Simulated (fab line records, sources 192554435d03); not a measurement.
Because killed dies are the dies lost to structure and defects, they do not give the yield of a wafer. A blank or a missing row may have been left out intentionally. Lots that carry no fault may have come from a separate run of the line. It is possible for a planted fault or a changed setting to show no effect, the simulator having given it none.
Problem report in the 8D (eight disciplines) form, filled by code    flow n5-finfet    the parts of the form that need people (team, actions taken, sign-off) are left out

== 1. PROBLEM STATEMENT ==
On 3 wafers of 1 lot, killed_at_M0_to_M3 at N5_PASSIVATION_PROBE_49 has a mean of 117; fault-free wafers read 35, standard deviation 11. Measured from the usual mean, that is +7.4 standard deviations.
Earliest sighting: wafer L718.1 on prober-01 at day 14 07:21. The record holds 3 wafers of 1 lot with a number at this step. Rule for "out", or "out of limits": more than 4 standard deviations from the usual mean. The other wafers with a number count as sound.

== 2. WHAT IT IS; WHAT IT IS NOT ==
question                     is                                                                             is not
which readings at this step  killed_at_M0_to_M3, defect-limited-yield, sort_bin_5_function, sort-yield-pct  killed-at-contacts, killed-at-front-end, killed-at-other, killed-open, killed-short
which lots                   L718                                                                           -
which wafers of those lots   all that have a number                                                         -
read on which tools          prober-01                                                                      -
when                         from day 14 07:21                                                              up to then (0 sound wafers)

== 3. WHAT RULES OUT EACH SUSPECT ==
Counting: any tool at a process step up to the reading is kept as a suspect provided that every lot that is out went through it and no sound lot did after the first of them.
- rie-diel-01 at N5_BEOL_M1_TRENCH_ETCH_37 (etches SiOC in C4F6/O2, target depth 55.207 nm, time 29 s): kept. It ran the lot that is out, L718 (day 8 11:05), and no sound lot after that.
- pecvd-03 at N5_PASSIVATION_PECVD_01 (deposits SiNx from SiH4/NH3/N2, target thk 200 nm, time 43.2 s): kept. It ran the lot that is out, L718 (day 13 23:31), and no sound lot after that.
- rie-diel-01 at N5_PASSIVATION_DESCUM_12 (chemistry O2, time 7.9 s): kept. It ran the lot that is out, L718 (day 14 00:54), and no sound lot after that.
- prober-01 at N5_PASSIVATION_PROBE_49: kept. It ran the lot that is out, L718 (day 14 07:21), and no sound lot after that. On those wafers its own readings are out: defect-limited-yield, killed_at_M0_to_M3, sort_bin_5_function, sort-yield-pct.
Left after counting: rie-diel-01 at N5_BEOL_M1_TRENCH_ETCH_37, pecvd-03 at N5_PASSIVATION_PECVD_01, rie-diel-01 at N5_PASSIVATION_DESCUM_12, prober-01 at N5_PASSIVATION_PROBE_49.

== 4. THE CAUSE (what the simulator had put in) ==
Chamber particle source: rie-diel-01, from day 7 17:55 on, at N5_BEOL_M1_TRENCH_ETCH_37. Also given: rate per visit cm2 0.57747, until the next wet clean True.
Of the 4 suspects that counting leaves, this tool is one.

== 5. SEQUENCE OF EFFECTS, ordered by route ==
Each row: a reading whose mean over the struck wafers that have a number lies more than 3 standard deviations from the usual. Readings are gone through only where the record gives a usual standard deviation; hours: the median, over the lots, of the time from a lot's start at the first step in this table giving one to that lot's start at this step; sigmas: the change measured in usual standard deviations.
hours  step                     reading               usual   on struck wafers  change  sigmas
0      N5_PASSIVATION_PROBE_49  defect-limited-yield  91.2 %  84.5              -6.7    -4.8
0      N5_PASSIVATION_PROBE_49  killed_at_M0_to_M3    35      117               +82     +7.4
0      N5_PASSIVATION_PROBE_49  killed-dies           103     183               +80     +4.7
0      N5_PASSIVATION_PROBE_49  sort_bin_5_function   5.1 %   9.7               +4.6    +4.8
0      N5_PASSIVATION_PROBE_49  sort-n-pass           1077    997               -80     -4.7
0      N5_PASSIVATION_PROBE_49  sort-yield-pct        91.2 %  84.5              -6.7    -4.8
It contains these process steps:
- N5_PASSIVATION_PROBE_49

== 6. HOW IT WOULD HAVE BEEN CAUGHT EARLIER ==
In this record no reading fell out of limits until day 14 07:21, 157 hours after the fault had begun at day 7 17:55.
No tool reading at N5_BEOL_M1_TRENCH_ETCH_37 that has a usual standard deviation in the record was out on any struck wafer, so an alarm limit of 4 standard deviations on those readings would not have fired.
Each of the lots that are out, 1 in all, had begun N5_BEOL_M1_TRENCH_ETCH_37 on rie-diel-01 no later than day 14 07:21. Had the tool been put on hold then, not one of them would have been saved.
